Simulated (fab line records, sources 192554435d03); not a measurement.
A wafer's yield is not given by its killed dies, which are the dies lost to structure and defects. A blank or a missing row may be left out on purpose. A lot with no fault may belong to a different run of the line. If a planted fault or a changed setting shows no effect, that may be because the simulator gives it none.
Split-lot trial -- flow n5 finfet -- on a route of 1938 steps: 7 lots, 39 wafers read

ON THE SPLIT
At N5_DUMMY_GATE_ETCH_32 (etches SiO2 in CF4, target depth 3.5 nm, time 3.9 s), the setting time s was moved away from the recipe's 3.9 s on 18 of the 39 wafers read, by -23.7% to +15.4%. The other wafers ran this setting at the recipe's value.

The reading is taken at the split's own step.

THE READING
etch.depth nm (the simulator's own value, which no gauge read), in nm, at N5_DUMMY_GATE_ETCH_32 (etches SiO2 in CF4, target depth 3.5 nm, time 3.9 s). The file gives no usual value for it. Here, 21 wafers ran the recipe; their average is 3.531 nm with a standard deviation of 0.063 nm.

wafer,"tool, chamber at the split","time s as run, s",against the recipe,"etch.depth nm, nm",against lot-mates on the recipe
L074.1,"rie si-05, 0",2.974,-23.7%,2.612,-0.920
L074.2,"rie si-05, 1",3.9,recipe,3.493,-
L074.3,"rie si-05, 2",3.9,recipe,3.597,-
L074.4,"rie si-05, 3",2.974,-23.7%,2.65,-0.882
L074.5,"rie si-05, 2",2.974,-23.7%,2.755,-0.777
L074.6,"rie si-05, 1",3.9,recipe,3.505,-
L080.1,"rie si-06, 3",3.472,-11.0%,3.092,-0.408
L080.2,"rie si-06, 1",3.9,recipe,3.458,-
L080.3,"rie si-06, 0",3.9,recipe,3.579,-
L080.4,"rie si-06, 2",3.472,-11.0%,3.003,-0.497
L080.5,"rie si-06, 2",3.472,-11.0%,3.003,-0.497
L080.6,"rie si-06, 3",3.9,recipe,3.464,-
L081.1,"rie si-05, 3",4.399,+12.8%,3.967,+0.419
L081.2,"rie si-05, 2",4.399,+12.8%,4.168,+0.620
L081.3,"rie si-05, 0",3.9,recipe,3.563,-
L081.4,"rie si-05, 1",3.9,recipe,3.56,-
L081.5,"rie si-05, 0",3.9,recipe,3.52,-
L081.6,"rie si-05, 1",4.399,+12.8%,4.017,+0.469
L083.1,"rie si-05, 2",3.9,recipe,3.605,-
L083.2,"rie si-05, 1",4.501,+15.4%,4.043,+0.504
L083.3,"rie si-05, 0",3.9,recipe,3.495,-
L083.4,"rie si-05, 3",3.9,recipe,3.516,-
L083.5,"rie si-05, 3",4.501,+15.4%,4.031,+0.492
L083.6,"rie si-05, 2",4.501,+15.4%,4.197,+0.658
L084.1,"rie si-06, 1",3.9,recipe,3.45,-
L084.3,"rie si-06, 2",3.9,recipe,3.384,-
L084.6,"rie si-06, 1",3.9,recipe,3.488,-
L091.1,"rie si-02, 3",3.9,recipe,3.558,-
L091.2,"rie si-02, 2",3.488,-10.6%,3.266,-0.313
L091.3,"rie si-02, 1",3.9,recipe,3.518,-
L091.4,"rie si-02, 0",3.488,-10.6%,3.119,-0.460
L091.5,"rie si-02, 3",3.488,-10.6%,3.195,-0.384
L091.6,"rie si-02, 2",3.9,recipe,3.662,-
L094.1,"rie si-06, 2",3.424,-12.2%,2.996,-0.581
L094.2,"rie si-06, 0",3.9,recipe,3.615,-
L094.3,"rie si-06, 3",3.9,recipe,3.563,-
L094.4,"rie si-06, 1",3.424,-12.2%,3.044,-0.533
L094.5,"rie si-06, 3",3.9,recipe,3.552,-
L094.6,"rie si-06, 0",3.424,-12.2%,3.192,-0.385

FIT RESULTS
A straight line over all 39 wafers: etch.depth nm changes by +0.0374 nm for each +1% of time s; r = +0.98; the points scatter about the line by 0.076 nm.
The same after taking each lot's own level away (the mean of its wafers on the recipe; 39 wafers): +0.0375 nm for each +1%; r = +0.99; scatter 0.064 nm.
The reading moves by 0.89 nm for the largest change in time s, on that fit.
Across the lots, their own levels run from 3.4407 to 3.5793 nm, a range of 2.2 times the standard deviation given above.
Hence the lot-to-lot level has little effect on the slope; both slopes agree.
Check: for one of the wafers moved furthest among these (-23.7%), held out of the fit, the line's prediction against its lot-mates is -0.891 nm. It came out at -0.92 nm against them.

FILE'S OWN FIT
etch.depth nm changes by +0.0376 nm for each +1% of time s, r = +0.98.
